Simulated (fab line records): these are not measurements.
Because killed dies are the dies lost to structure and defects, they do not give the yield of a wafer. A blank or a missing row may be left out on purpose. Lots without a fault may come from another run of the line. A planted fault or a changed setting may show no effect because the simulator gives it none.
Lot-split experiment -- flow n5_finfet -- 39 wafers read across 7 lots, on a route 1938 steps long

## ON THE SPLIT
At N5_BEOL_M0_TRENCH_ETCH_107 (etches SiOC in C4F6/O2, target depth 32.8 nm, time 16.4 s), the setting target_depth_a was moved away from the recipe's 328 angstrom on 6 of the 39 wafers read, by +42.7% to +55.2%. The other wafers ran this setting at the recipe's value.

## SPLIT TO READING: what lies between them in the file, 1 step
- N5_BEOL_M0_STRIP_142: strips in N2/H2, time 10 s

## THE READING
trench_depth_nm, in nm, at N5_BEOL_M0_OCD_MEAS_108. Typical for fault-free wafers on this fab line: 32.7 nm, with standard deviation 0.56 nm.

wafer,"tool, chamber at the split","target_depth_a as run, angstrom",against the recipe,"trench_depth_nm, nm",against lot-mates on the recipe
L076.1,"rie_diel-05, 0",328,recipe,32.0,-
L076.2,"rie_diel-05, 3",328,recipe,32.5,-
L076.3,"rie_diel-05, 1",328,recipe,32.6,-
L076.4,"rie_diel-05, 2",328,recipe,32.2,-
L076.5,"rie_diel-05, 1",328,recipe,32.3,-
L076.6,"rie_diel-05, 2",328,recipe,33.3,-
L078.1,"rie_diel-05, 1,2,2",328,recipe,33.3,-
L078.2,"rie_diel-05, 3",328,recipe,32.1,-
L078.3,"rie_diel-05, 1,2,2",328,recipe,32.5,-
L078.4,"rie_diel-05, 3",328,recipe,32.1,-
L078.5,"rie_diel-05, 1",328,recipe,32.7,-
L078.6,"rie_diel-05, 1,2,2",328,recipe,32.3,-
L079.1,"rie_diel-05, 3,1,2",328,recipe,32.4,-
L079.2,"rie_diel-05, 3,1,2",328,recipe,32.9,-
L079.5,"rie_diel-05, 3,1,2",328,recipe,32.4,-
L088.1,"rie_diel-02, 0",328,recipe,33.0,-
L088.2,"rie_diel-02, 3",328,recipe,33.2,-
L088.3,"rie_diel-02, 2",509.1,+55.2%,48.9,+16.0
L088.4,"rie_diel-02, 1",509.1,+55.2%,51.7,+18.8
L088.5,"rie_diel-02, 3",328,recipe,32.6,-
L088.6,"rie_diel-02, 2",509.1,+55.2%,49.4,+16.5
L092.1,"rie_diel-02, 0,3",328,recipe,32.8,-
L092.2,"rie_diel-02, 0,3",328,recipe,32.7,-
L092.3,"rie_diel-02, 1",468.1,+42.7%,46.3,+13.9
L092.4,"rie_diel-02, 2",328,recipe,31.8,-
L092.5,"rie_diel-02, 0",468.1,+42.7%,46.6,+14.2
L092.6,"rie_diel-02, 3",468.1,+42.7%,46.8,+14.4
L093.1,"rie_diel-01, 2",328,recipe,33.1,-
L093.2,"rie_diel-01, 3",328,recipe,32.3,-
L093.3,"rie_diel-01, 0",328,recipe,32.4,-
L093.4,"rie_diel-01, 2",328,recipe,33.5,-
L093.5,"rie_diel-01, 0",328,recipe,32.1,-
L093.6,"rie_diel-01, 3",328,recipe,32.0,-
L096.1,"rie_diel-02, 2",328,recipe,31.7,-
L096.2,"rie_diel-02, 1",328,recipe,32.9,-
L096.3,"rie_diel-02, 0",328,recipe,34.1,-
L096.4,"rie_diel-02, 3",328,recipe,32.8,-
L096.5,"rie_diel-02, 0",328,recipe,32.7,-
L096.6,"rie_diel-02, 1",328,recipe,32.6,-
When a row names more than one chamber, that row covers several wafers, and the file does not tell which wafer ran in which chamber.

FIT RESULTS
A straight line over all 39 wafers: trench_depth_nm changes by +0.319 nm for each +1% of target_depth_a; r = +0.99; the points scatter about the line by 0.61 nm.
The same after taking each lot's own level away (the mean of its wafers on the recipe; 39 wafers): +0.317 nm for each +1%; r = +0.99; scatter 0.61 nm.
On that fit, the largest move of target_depth_a shifts the reading by 18 nm.
Across the lots, their own levels run from 32.43 to 32.93 nm, a range of 0.9 times the standard deviation given above.
So the lot-to-lot level changes the slope little: the two slopes agree.
Check: +17.9 nm against its lot-mates is what the line predicts for one of the wafers moved furthest among these (+55.2%) when that wafer is left out of the fit. Against them it came out at +16 nm.

## ADDITIONAL SPLITS CARRIED BY THESE WAFERS
Note: prior to the reading, these wafers also went through further splits. Each is held against what the fit with the lots' levels taken away leaves over:
other split on the same wafers,wafers away from the commonest value,r with trench_depth_nm (lot level and that fit taken away)
N5_ZERO_LAYER_ETCH_18 target_depth_a,12,+0.11
N5_FIN_CUT_ETCH_21 time_s,12,-0.07
N5_MOL_CONTACT_COAG_ETCH_124 target_depth_a,15,-0.04

## THE WHOLE CHAIN: every reading that the file lists as answering this split, in the file's order
step,what it does,reading,change (the file's fit),r (the file's)
N5_BEOL_M0_TRENCH_ETCH_107,"etches SiOC in C4F6/O2, target depth 32.8 nm, time 16.4 s","BEOL_M0.feature_depth_nm (the simulator's own value, which no gauge read)",+0.312 nm for each +1% of the setting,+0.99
N5_BEOL_M0_OCD_MEAS_108,,trench_depth_nm,+0.317 nm for each +1% of the setting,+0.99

## FILE'S OWN FIT
trench_depth_nm changes by +0.317 nm for each +1% of target_depth_a, r = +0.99.
